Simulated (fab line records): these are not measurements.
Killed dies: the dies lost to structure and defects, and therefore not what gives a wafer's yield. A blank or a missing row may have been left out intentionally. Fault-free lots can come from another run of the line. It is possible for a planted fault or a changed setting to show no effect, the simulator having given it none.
Matching of chambers -- flow nand_harc -- NHARC_A_DECK1_JOINT_CMP_02 on cmp-01 has 4 sister chambers
The step polishes SiOx. 8 wafers are shown with their chamber, then 7 later ones without.

WAFERS WITH THEIR CHAMBER
wafer,chamber,motor_current_A (A),retaining_ring_pressure_frac
L079.5,0,13.5,0.995
L088.1,3,11.4,1.002
L088.6,2,12.8,1.000
L090.1,1,13.1,0.996
L090.4,3,11.6,1.002
L090.5,0,13.5,0.999
L091.1,1,13.9,1.001
L091.2,2,12.9,0.997

WAFERS MISSING THEIR CHAMBER
wafer,motor_current_A (A),retaining_ring_pressure_frac
L091.3,12.7,0.995
L093.1,13.7,0.998
L093.2,12.6,1.003
L093.4,11.5,0.989
L097.2,13.5,1.001
L097.5,13.1,0.998
L097.6,11.0,0.997

EACH ONE'S CHAMBER
wafer,from the rows above,in truth
L091.3,can't be placed: 2 or 0 or 1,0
L093.1,can't be placed: 1 or 0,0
L093.2,can't be placed: 2 or 1 or 3 or 0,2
L093.4,can't be placed: 3 or 2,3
L097.2,can't be placed: 1 or 0 or 2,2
L097.5,can't be placed: 2 or 1 or 0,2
L097.6,3,3
Placed correctly: 1 of 7. These rows do not allow placing 6 (true chamber among the candidates in 6). Placed wrongly: 0.
How it was worked out, from the rows above alone: a wafer's distance from a chamber is the root of the sum, over the readings, of the square of ((its reading less the chamber's mean) divided by the reading's scatter). The wafer belongs to the nearest chamber; if the next one is less than 2 further off, it can't be placed. For every chamber, the mean is computed from those of its wafers that are shown. The scatter is the square root of a quotient: the sum, over the shown wafers, of each reading's squared deviation from its chamber's mean, divided by wafers minus chambers.
